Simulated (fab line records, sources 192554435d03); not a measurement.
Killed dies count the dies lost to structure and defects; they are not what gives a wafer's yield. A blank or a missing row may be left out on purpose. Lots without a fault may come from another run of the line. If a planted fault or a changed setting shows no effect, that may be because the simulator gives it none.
Chamber matching :: flow n5_finfet :: N5_BEOL_M2_ALD_98 on ald_sin-02 has 4 sister chambers
The step deposits SiO2, target thk 2.5 nm, pulse time 1 s, co reactant pulse time 1 s. 4 wafers are shown with their chamber, then 12 later ones without.

== WAFERS WITH THEIR CHAMBER ==
wafer: L086.5
chamber: 2
heater_power_w (W): 76

wafer: L092.4
chamber: 3
heater_power_w (W): 79

wafer: L093.2
chamber: 0
heater_power_w (W): 71

wafer: L093.6
chamber: 1
heater_power_w (W): 73

== WAFERS WITH NO CHAMBER GIVEN ==
wafer: L094.1
heater_power_w (W): 77

wafer: L094.2
heater_power_w (W): 75

wafer: L094.6
heater_power_w (W): 71

wafer: L096.1
heater_power_w (W): 72

wafer: L096.2
heater_power_w (W): 71

wafer: L096.4
heater_power_w (W): 79

wafer: L095.2
heater_power_w (W): 74

wafer: L095.3
heater_power_w (W): 78

wafer: L095.6
heater_power_w (W): 72

wafer: L097.1
heater_power_w (W): 70

wafer: L097.2
heater_power_w (W): 73

wafer: L097.4
heater_power_w (W): 76

== CHAMBER TAKEN BY EACH ==
wafer: L094.1
from the rows above: can't be placed: 2 or 3
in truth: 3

wafer: L094.2
from the rows above: can't be placed: 2 or 1
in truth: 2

wafer: L094.6
from the rows above: 0
in truth: 0

wafer: L096.1
from the rows above: can't be placed: 0 or 1
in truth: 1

wafer: L096.2
from the rows above: 0
in truth: 0

wafer: L096.4
from the rows above: 3
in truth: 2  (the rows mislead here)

wafer: L095.2
from the rows above: can't be placed: 1 or 2
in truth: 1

wafer: L095.3
from the rows above: can't be placed: 3 or 2
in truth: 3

wafer: L095.6
from the rows above: can't be placed: 0 or 1
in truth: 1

wafer: L097.1
from the rows above: 0
in truth: 0

wafer: L097.2
from the rows above: 1
in truth: 1

wafer: L097.4
from the rows above: 2
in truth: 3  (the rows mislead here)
Placed correctly: 4 of 12. Cannot be placed on the basis of these rows: 6; the candidates contain the true chamber in 6. Number placed wrongly: 2.
How it was worked out, from the rows above alone: a wafer's distance from a chamber is the root of the sum, over the readings, of the square of ((its reading less the chamber's mean) divided by the reading's scatter). If the next closest chamber is less than 2 further off than the closest, the wafer can't be placed; otherwise it belongs to the closest. For every chamber, the mean is computed from those of its wafers that are shown. The scatter (one wafer shown for each chamber): square how far every hidden wafer sits from the nearest shown wafer, average those squares and take the square root.
